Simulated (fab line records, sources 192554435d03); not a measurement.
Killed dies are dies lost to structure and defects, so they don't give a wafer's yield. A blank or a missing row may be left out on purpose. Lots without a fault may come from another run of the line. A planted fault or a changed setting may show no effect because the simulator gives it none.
A struck lot beside a sound one | flow n5_finfet | 43 steps out of a route of 1938
Sound: wafers L217.2, L217.5, L217.6. Struck: wafer L221.1. (L221.2, L221.3 of the same lot were not struck and are left out.) The cause comes at the end.
At each step with rows: each side's tool, then ch and its chambers, then its first start. Under that, the readings that differ: sound wafers | struck wafers | difference of the means | sigmas: that difference in standard deviations of wafers without a fault.
alike: readings whose means differ by less than 2 such deviations, and words and numbers that are the same on both sides. not compared: withheld readings, readings that some wafer has no value for, bounds like >300 that may hide the same value, and numbers for which the record gives no deviation and whose values overlap.
The two part at a step that has a row with sigmas, a row that says differs or no value, or rows on one side only. Numbers that don't overlap but have no deviation are shown without sigmas and don't part them. A reading that every wafer of one side lacks parts them only if that side has two wafers or more.

first, 3 steps without rows for these wafers: N5_BEOL_M1_ETCH_70 (etches SOC in N2/H2, target depth 80 nm, overetch 16 nm, time 120 s); N5_BEOL_M1_STRIP_71 (strips in N2/H2); N5_BEOL_M1_STRIP_78 (strips in N2/H2).
N5_BEOL_M1_VIA_ETCH_34: etches the open film in C4F6/O2, target depth 67.8 nm, time 64.4 s.
  sound on rie_diel-03 ch 0,1,3, day 7 14:12; struck on rie_diel-04 ch 0, day 8 22:08
  alike: drypump_motor_current_A, mfc_ar_sccm, oes_ar_750_au, oes_o_777_au, oes_product_au, rf_fwd_power_W, rf_vpp_V, showerhead_plenum_p_Torr, throttle_valve_pct
  not compared: rf_hours_counter_h
then, 4 steps without rows for these wafers: N5_BEOL_M1_STRIP_83 (strips in C4F6/O2); N5_BEOL_M1_STRIP_36 (strips in N2/H2); N5_BEOL_M1_TRENCH_ETCH_37 (etches SiOC in C4F6/O2, target depth 55.207 nm, time 29 s); N5_BEOL_M1_ETCH_41 (etches SiCN in CH3F/O2, target depth 31.9 nm, time 57.8 s).
N5_BEOL_M1_STRIP_97: strips in N2/H2, time 10 s.
  sound on rie_diel-03 ch 0,1,3; struck on rie_diel-04 ch 0
  alike: drypump_motor_current_A, oes_product_au, rf_vpp_V, showerhead_plenum_p_Torr, temp_c, throttle_valve_pct
  not compared: rf_hours_counter_h
N5_BEOL_M1_OCD_MEAS_38:
  sound on ocd-01, day 7 14:28; struck on ocd-02, day 8 22:23
  alike: trench_depth_nm
then, 2 steps without rows for these wafers: N5_BEOL_M1_HM_STRIP_39 (strips TiN in peroxide tin strip, target depth 25 nm, time 158 s); N5_BEOL_M1_SRD_40 (time 30 s).
N5_BEOL_M1_PRECLEAN_42: cleans in residue remover, time 60 s.
  sound on wet_bench-06 ch 2,3,7, day 7 14:33; struck on wet_bench-01 ch 3, day 8 22:29
  alike: bath_guard_temp_C, temp_c
then, 1 step without rows for these wafers: N5_BEOL_M1_SRD_43 (time 30 s).
N5_BEOL_M1_CD_MEAS_35: target cd 18 nm, target cd y 21 nm.
  sound on cd_sem-03, day 7 14:37; struck on cd_sem-03, day 8 22:32
  alike: cd_nm
then, 9 steps without rows for these wafers: N5_BEOL_M1_DEGAS_44 (time 60 s); N5_BEOL_M1_PRE_CLEAN_45 (time 30 s); N5_BEOL_M1_ALD_84 (deposits TaN, pulse time 2 s, purge time 3 s, co reactant purge time 2 s); N5_BEOL_M1_SURFACE_TREAT_85; N5_BEOL_M1_CVD_47 (deposits Co from CCTBA/H2, target thk 3 nm, time 223.8 s); N5_BEOL_M1_SPUTTER_48 (material Cu, target thk 4.5 nm, time 8.29 s); N5_BEOL_M1_ANNEAL_49 (time 240 s); N5_BEOL_M1_SPUTTER_79 (material Cu, target thk 4.5 nm, time 8.29 s); N5_BEOL_M1_ANNEAL_80 (time 240 s).
N5_BEOL_M1_SPUTTER_81: material Cu, target thk 4.5 nm, time 8.29 s.
  sound on pvd_sputter-01, day 7 15:52; struck on pvd_sputter-01, day 9 00:10
  alike: throttle_valve_pct
N5_BEOL_M1_ANNEAL_82: time 240 s.
  sound on pvd_sputter-01, day 7 15:56; struck on pvd_sputter-01, day 9 00:14
  alike: heater_power_w
then, 5 steps without rows for these wafers: N5_BEOL_M1_SPUTTER_86 (material Cu, target thk 4.5 nm, time 8.29 s); N5_BEOL_M1_ANNEAL_87 (time 240 s); N5_BEOL_M1_SPUTTER_88 (material Cu, target thk 4.5 nm, time 8.29 s); N5_BEOL_M1_ANNEAL_89 (time 240 s); N5_BEOL_M1_SPUTTER_90 (material Cu, target thk 4.5 nm, time 8.29 s).
N5_BEOL_M1_ANNEAL_91: time 240 s.
  sound on pvd_sputter-01, day 7 16:36; struck on pvd_sputter-01, day 9 00:54
  alike: heater_power_w
then, 8 steps without rows for these wafers: N5_BEOL_M1_SPUTTER_92 (material Cu, target thk 4.5 nm, time 8.29 s); N5_BEOL_M1_ANNEAL_93 (time 240 s); N5_BEOL_M1_SPUTTER_94 (material Cu, target thk 4.5 nm, time 8.29 s); N5_BEOL_M1_ANNEAL_95 (time 240 s); N5_BEOL_M1_SPUTTER_96 (material Cu, target thk 4.5 nm, time 8.29 s); N5_BEOL_M1_ECD_50 (material Cu, target thk 300 nm); N5_BEOL_M1_ANNEAL_51 (time 90 s); N5_BEOL_M1_CMP_52 (polishes, stops on SiOC, t overpolish 6.8 s, target thk 40 nm).
N5_BEOL_M1_THK_MEAS_53: measures by xrf.
  sound on film_metro-02, day 7 17:58; struck on film_metro-01, day 9 02:19
  alike: M1_THK
then, 1 step without rows for these wafers: N5_BEOL_M1_PRE_CLEAN_60 (time 15 s).
-- the record jumps here: 6 days lie between the struck wafers' starts before and after (it left off in module BEOL_M1 and takes up again in module PASSIVATION, whose first step shown is number 1936 of the route) --
N5_PASSIVATION_PROBE_49:
  the record has rows for the struck wafers here (prober-02, day 15 11:01) and none for the sound ones

WHERE THEY PART
Only at N5_PASSIVATION_PROBE_49, within this record.

WHY: what the simulator had put in
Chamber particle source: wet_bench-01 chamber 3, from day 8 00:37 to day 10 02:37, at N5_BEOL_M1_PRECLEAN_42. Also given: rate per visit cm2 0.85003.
